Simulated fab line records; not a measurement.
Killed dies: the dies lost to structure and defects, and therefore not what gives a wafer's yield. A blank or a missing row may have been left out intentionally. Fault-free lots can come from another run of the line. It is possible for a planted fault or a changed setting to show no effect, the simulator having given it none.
Split-lot experiment | flow n5-finfet | route with 1938 steps; 7 lots, 21 wafers read

## THE SPLIT
At N5_FIN_CUT_COAT_19 (time 60 s, resist thk 20 nm), the setting spin-rpm was moved away from the recipe's 1500 rpm on 7 of the 21 wafers read, by -10.5% to +10.1%. This setting was run at the recipe's value on the other wafers.

The reading comes from the split's own step.

## THE READING
SiARC_of_FIN_CUT_COAT_19.thk-nm (the simulator's own value, which no gauge read), in nm, at N5_FIN_CUT_COAT_19 (time 60 s, resist thk 20 nm). There is no usual value for it anywhere in the file. The 14 wafers here that ran the recipe average 20.0 nm, standard deviation 0.052 nm.

wafer  | tool, chamber at the split | spin-rpm as run, rpm | against the recipe | SiARC_of_FIN_CUT_COAT_19.thk-nm, nm | against lot-mates on the recipe
L074.3 | litho-track-05, 0          | 1500                 | recipe             | 20                                  | -
L074.6 | litho-track-05, 0          | 1500                 | recipe             | 20                                  | -
L074.5 | litho-track-05, 0          | 1342                 | -10.5%             | 21                                  | +1.0
L075.2 | litho-track-04, 0          | 1363                 | -9.1%              | 21.2                                | +1.0
L075.6 | litho-track-04, 0          | 1363                 | -9.1%              | 21.2                                | +1.0
L075.4 | litho-track-04, 0          | 1500                 | recipe             | 20.2                                | -
L077.2 | litho-track-05, 0          | 1442                 | -3.9%              | 20.4                                | +0.4
L077.4 | litho-track-05, 0          | 1442                 | -3.9%              | 20.4                                | +0.4
L077.3 | litho-track-05, 0          | 1500                 | recipe             | 20                                  | -
L079.1 | litho-track-02, 0          | 1500                 | recipe             | 20                                  | -
L079.6 | litho-track-02, 0          | 1500                 | recipe             | 20                                  | -
L079.2 | litho-track-02, 0          | 1652                 | +10.1%             | 19                                  | -1.0
L085.2 | litho-track-05, 0          | 1500                 | recipe             | 20                                  | -
L085.5 | litho-track-05, 0          | 1500                 | recipe             | 20                                  | -
L085.6 | litho-track-05, 0          | 1500                 | recipe             | 20                                  | -
L089.1 | litho-track-05, 0          | 1500                 | recipe             | 20                                  | -
L089.3 | litho-track-05, 0          | 1500                 | recipe             | 20                                  | -
L089.6 | litho-track-05, 0          | 1500                 | recipe             | 20                                  | -
L097.1 | litho-track-05, 0          | 1500                 | recipe             | 20                                  | -
L097.2 | litho-track-05, 0          | 1500                 | recipe             | 20                                  | -
L097.4 | litho-track-05, 0          | 1404                 | -6.4%              | 20.6                                | +0.6

THE FIT
A straight line over all 21 wafers: SiARC_of_FIN_CUT_COAT_19.thk-nm changes by -0.108 nm for each +1% of spin-rpm; r = -0.98; the points scatter about the line by 0.091 nm.
The same after taking each lot's own level away (the mean of its wafers on the recipe; 21 wafers): -0.101 nm for each +1%; r = -1.00; scatter 0.031 nm.
The reading moves by 1.1 nm for the largest change in spin-rpm, on that fit.
Measured against the standard deviation above, the lots' own levels, which go from 20.00 to 20.20 nm, span 3.9 times it.
Consequently the slope shifts little with the lot-to-lot level, the two slopes agreeing.
Check: +1.09 nm against its lot-mates is what the line predicts for one of the wafers moved furthest among these (-10.5%) when that wafer is left out of the fit. Against them it came out at +1 nm.

## ADDITIONAL SPLITS CARRIED BY THESE WAFERS
Other splits were also applied to these wafers ahead of the reading. Each is held against what the fit with the lots' levels taken away leaves over:
other split on the same wafers                    | wafers away from the commonest value | r with SiARC_of_FIN_CUT_COAT_19.thk-nm (lot level and that fit taken away)
N5_WELL_APT_COAT_02 spin-rpm                      | 9                                    | -0.21
N5_WELL_APT_PEB_06 peb-temp-c                     | 5                                    | -0.28
N5_PMOS_HMC_CHANNEL_EPI_EXPOSE_06 dose-mj         | 6                                    | +0.25
N5_PMOS_HMC_CHANNEL_EPI_DEVELOP_08 develop-time-s | 8                                    | +0.09
N5_FIN_SAQP_ETCH_65 time-s                        | 9                                    | -0.18

## FILE'S OWN FIT
SiARC_of_FIN_CUT_COAT_19.thk-nm changes by -0.0997 nm for each +1% of spin-rpm, r = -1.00.
